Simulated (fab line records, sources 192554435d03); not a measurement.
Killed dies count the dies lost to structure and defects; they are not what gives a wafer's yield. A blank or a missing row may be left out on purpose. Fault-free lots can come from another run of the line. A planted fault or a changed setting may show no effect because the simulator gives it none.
Problem report, 8D (eight disciplines) form, completed by code :: flow n5-finfet :: the parts of the form that need people (team, actions taken, sign-off) are left out

1. WHAT IS WRONG
cd-nm at N5_BEOL_M14_CD_MEAS_10 reads a mean of 241.2 nm on 2 wafers of 2 lots; wafers without a fault read 250.3 nm with a standard deviation of 2. Measured from the usual mean, that is -4.6 standard deviations.
The step: target cd 250 nm.
First observed at day 13 09:14: wafer L259.6, on cd-sem-02. At this step, 33 wafers from 12 lots have a number in the record. Rule for "out", or "out of limits": more than 4 standard deviations from the usual mean. The rest of the wafers with a number are treated as sound.

2. WHAT IT IS; WHAT IT IS NOT
question: which readings at this step
is: cd-nm
is not: -

question: which lots
is: L259, L265
is not: L251, L252, L254, L255, L256, L258, L261, L270, L272, L274

question: which wafers of those lots
is: L259.6, L265.6
is not: L259.1, L259.4, L265.1

question: read on which gauges
is: cd-sem-02
is not: cd-sem-01, cd-sem-03

question: when
is: from day 13 09:14
is not: up to then (22 sound wafers); but 9 sound wafers of L265, L270, L272, L274 came after

3. SUSPECTS, AND WHAT RULES EACH OUT
Counting: any tool at a process step up to the reading remains a suspect provided it ran every lot that is out. Sound lots after the first of them don't rule it out here, since some wafers of a struck lot are sound.
- the gauge at N5_BEOL_M14_CD_MEAS_10: kept. All the wafers that are out were read on cd-sem-02, and no step on other tools shows them out.
- pvd-sputter-01 at N5_BEOL_M13_SPUTTER_44 (material Ta, target thk 10 nm, time 16.13 s): kept. Every lot that is out went through it, the first being L259 (day 13 07:35); the last sound lot it ran before that was L258 (day 12 12:55).
- pvd-sputter-01 at N5_BEOL_M13_SPUTTER_45 (material Cu, target thk 80 nm, time 13.33 s): kept. Every lot that is out went through it, the first being L259 (day 13 07:40); the last sound lot it ran before that was L258 (day 12 12:59).
- krf-scanner-01 at N5_BEOL_M14_EXPOSE_07 (exposes mask V13): kept. Every lot that is out went through it, the first being L259 (day 13 09:04); the last sound lot it ran before that was L261 (day 13 05:35).
Left after counting: pvd-sputter-01 at N5_BEOL_M13_SPUTTER_44, pvd-sputter-01 at N5_BEOL_M13_SPUTTER_45, krf-scanner-01 at N5_BEOL_M14_EXPOSE_07, cd-sem-02 at N5_BEOL_M14_CD_MEAS_10.

4. THE CAUSE (what the simulator had put in)
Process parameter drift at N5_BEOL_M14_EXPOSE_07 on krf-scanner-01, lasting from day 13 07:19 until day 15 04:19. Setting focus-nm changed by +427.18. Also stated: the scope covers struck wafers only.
Counting left 4 suspects, and this tool is among them.

5. THE EFFECT CHAIN, in route order
One row per reading whose mean, taken over the struck wafers that have a number, lies over 3 standard deviations from the usual. Scope: only readings with a usual standard deviation given in the record; hours: median across lots of the time from each lot's start at the first step in this table that gives one to its start at this step; sigmas: change in usual standard deviations.
hours: 0
step: N5_BEOL_M14_CD_MEAS_10
reading: cd-nm
usual: 250.3 nm
on struck wafers: 241.2
change: -9.1
sigmas: -4.6

6. WHAT WOULD HAVE CAUGHT IT SOONER
Counted from the fault's start at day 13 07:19, it took 2 hours until the first out-of-limits reading at a measuring or inspecting step in this record, taken at day 13 09:14.
No tool reading at N5_BEOL_M14_EXPOSE_07 that has a usual standard deviation in the record was out on any struck wafer, so an alarm limit of 4 standard deviations on those readings would not have fired.
Among the 2 lots that are out, L265 began N5_BEOL_M14_EXPOSE_07 on krf-scanner-01 after day 13 09:14. A tool hold placed at that time would have kept it from harm.
